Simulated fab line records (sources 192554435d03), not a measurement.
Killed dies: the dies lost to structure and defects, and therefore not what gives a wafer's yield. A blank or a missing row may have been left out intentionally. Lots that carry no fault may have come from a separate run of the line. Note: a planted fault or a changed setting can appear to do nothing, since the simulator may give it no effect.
2 desks, one fault :: flow n5_finfet :: each desk holds nothing but its own numbers, with what lay behind them at the end

## THE TOOL OWNER'S DESK: euv_scanner-02
The tool's own readings at N5_BEOL_M4_EXPOSE_08 (exposes mask M4): means of the sampled wafers that have a number, for each lot that ran on this tool. A lot is out of limits, marked OUT, if its mean lies more than 4 standard deviations from the usual mean; the brackets give that distance.
Columns: A = exposure_dose_mJ_cm2 at N5_BEOL_M4_EXPOSE_08, usual 41.19
lot: L685
first seen here: day 7 10:12
A: 41.20

lot: L688
first seen here: day 8 01:55
A: 41.21

lot: L692
first seen here: day 9 00:46
A: 41.14

lot: L694
first seen here: day 9 18:58
A: 26.14 (-99 or more) OUT

lot: L695
first seen here: day 9 19:56
A: 29.16 (-99 or more) OUT
Finding of this desk: L694, L695 out of limits; the first was L694 at day 9 18:58, on exposure_dose_mJ_cm2 at N5_BEOL_M4_EXPOSE_08. L685, L688, L692 stayed within limits.

## METROLOGY DESK
Means of the sampled wafers that have a number, per lot and without regard to the tool the lot ran on: this is what the gauges read. A lot is out of limits, marked OUT, if its mean lies more than 4 standard deviations from the usual mean; the brackets give that distance. Readings shown: 7 out of 13 (the first out of limits, and those lying furthest out on some lot).
Columns: A = cd_nm at N5_BEOL_M4_CD_MEAS_11, usual 16.83 nm; B = cd_nm at N5_BEOL_M4_CD_MEAS_18, usual 17.9 nm; C = cd_nm at N5_BEOL_M4_CD_MEAS_35, usual 17.9 nm; D = DIBL_N at N5_BEOL_M4_RC_MEAS_101, usual 36.4 mV/V; E = ION_N at N5_BEOL_M4_RC_MEAS_101, usual 670 uA/um; F = SS_N at N5_BEOL_M4_RC_MEAS_101, usual 71.6 mV/dec; G = SS_P at N5_BEOL_M4_RC_MEAS_101, usual 73.3 mV/dec
lot: L685
first seen here: day 7 10:20
A: 17.05
B: 17.8
C: 17.8
D: 36.5
E: 677
F: 71.4
G: 72.9

lot: L688
first seen here: day 8 02:02
A: 16.61
B: 17.8
C: 18.0
D: 34.3
E: 667
F: 71.6
G: 72.4

lot: L689
first seen here: day 8 11:37
A: 16.84
B: 18.0
C: 18.0
D: 34.0
E: 654
F: 70.5
G: 72.7

lot: L692
first seen here: day 9 00:53
A: 17.01
B: 17.7
C: 17.4
D: 36.8
E: 677
F: 71.5
G: 73.7

lot: L694
first seen here: day 9 19:06
A: 4.96 (-42) OUT
B: 6.1 (-32) OUT
C: 6.2 (-28) OUT
D: -
E: -
F: -
G: -

lot: L695
first seen here: day 9 20:04
A: 7.74 (-32) OUT
B: 8.2 (-26) OUT
C: 8.2 (-24) OUT
D: -
E: -
F: -
G: -

lot: L699
first seen here: day 10 20:59
A: 16.69
B: 17.7
C: 17.9
D: 37.4
E: 667
F: 71.3
G: 73.5

lot: L698
first seen here: day 10 22:24
A: 16.67
B: 17.6
C: 18.0
D: 36.8
E: 666
F: 72.1
G: 73.7

lot: L701
first seen here: day 12 06:03
A: 16.79
B: 18.2
C: 18.1
D: 36.7
E: 665
F: 71.3
G: 73.5
Finding of this desk: L694, L695 out of limits; the first was L694 at day 9 19:06, on cd_nm at N5_BEOL_M4_CD_MEAS_11. L685, L688, L689, L692, L699, L698, L701 stayed within limits.

## BROUGHT TOGETHER
The tool owner's desk could have raised an alarm at day 9 18:58, on L694, L695.
Metrology desk: alarm possible at day 9 19:06 on L694, L695.
N5_BEOL_M4_EXPOSE_08 was run on euv_scanner-02 by each of the lots named.

## WHAT THE SIMULATOR HAD INSERTED
Process parameters drifting: euv_scanner-02 at N5_BEOL_M4_EXPOSE_08, beginning at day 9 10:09. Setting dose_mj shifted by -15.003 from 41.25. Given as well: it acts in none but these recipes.
Lots struck among those shown: L694, L695.
Fault start to first reading out of limits, in hours, per desk: tool owner, 9; metrology, 9.
